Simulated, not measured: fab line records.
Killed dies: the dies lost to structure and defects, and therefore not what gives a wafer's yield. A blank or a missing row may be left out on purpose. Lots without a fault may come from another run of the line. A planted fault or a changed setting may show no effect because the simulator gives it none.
Check of tool commonality    flow nandHarc    Lots sampled 2, wafers sampled 6

THE REASON FOR OPENING IT
Flagged at NHARC_END_SORT_01: reading killedAtPeriphery, on 2 of 2 lots. Fault-free wafers read 4.1, with a standard deviation of 3.
Rule: flag the lot when none of its wafers has a number, or when each of its wafers that has one lies beyond 4 standard deviations from that mean. As for the other lots, they are considered sound.

lot   measured      on         killedAtPeriphery, wafer by wafer  flag
L778  day 26 00:04  prober-01  39 111 104                         FLAGGED
L780  day 26 05:01  prober-02  106 104 54                         FLAGGED
Average over the flagged lots: 86.3; offset from the usual +82.2, equal to +27 standard deviations.

TOOL THAT RAN EACH LOT
Before the reading, the record contains 3 process steps out of a 1302-step route. Each cell gives the tool, then ch followed by the chambers the sampled wafers passed through, then the start.
lot   flag     NHARC_P_M1_ETCH_28              NHARC_A_M1_DEGAS_29          NHARC_A_BONDPAD_CMP_29
L778  FLAGGED  rieDiel-09 ch 1,2, day 7 23:19  pvdSputter-01, day 24 12:10  cmp-01 ch 1,2,3, day 24 14:51
L780  FLAGGED  rieDiel-09 ch 0,3, day 8 13:33  pvdSputter-02, day 24 19:38  cmp-01 ch 0,2,3, day 24 22:20
What the steps here do:
- NHARC_P_M1_ETCH_28: etches the open film in CF4/N2, target depth 30 nm, time 72.99 s.
- NHARC_A_M1_DEGAS_29: time 60 s.
- NHARC_A_BONDPAD_CMP_29: polishes SiCN, target thk 200 nm.
- NHARC_END_SORT_01

FLAGGED AGAINST TOTAL, ONE TOOL AT A TIME (gauges that did the reading follow at the end)
step                    tool           lots run  flagged  share of the flagged lots  sound lots run after its first flagged lot
NHARC_P_M1_ETCH_28      rieDiel-09     2         2        all                        0
NHARC_A_M1_DEGAS_29     pvdSputter-01  1         1        some                       0
NHARC_A_M1_DEGAS_29     pvdSputter-02  1         1        some                       0
NHARC_A_BONDPAD_CMP_29  cmp-01         2         2        all                        0
NHARC_END_SORT_01       prober-01      1         1        some                       0
NHARC_END_SORT_01       prober-02      1         1        some                       0

WHAT THE TABLE ALLOWS
Every flagged lot went through 2 rows of the table: rieDiel-09 at NHARC_P_M1_ETCH_28 and cmp-01 at NHARC_A_BONDPAD_CMP_29.
- rieDiel-09 at NHARC_P_M1_ETCH_28 ran 2 lots, 2 of them flagged. Because this sample shows no sound lot run on it before its first flagged lot, the start cannot be pinned down more closely.
- cmp-01 at NHARC_A_BONDPAD_CMP_29 ran 2 lots, 2 of them flagged. Because this sample shows no sound lot run on it before its first flagged lot, the start cannot be pinned down more closely.
A lot count leaves these 2 tools indistinguishable: every one of them fits a fault beginning at some hour. More lots, or a look at what each step does to the wafer, might.

WHAT THE SIMULATOR HAD INSERTED
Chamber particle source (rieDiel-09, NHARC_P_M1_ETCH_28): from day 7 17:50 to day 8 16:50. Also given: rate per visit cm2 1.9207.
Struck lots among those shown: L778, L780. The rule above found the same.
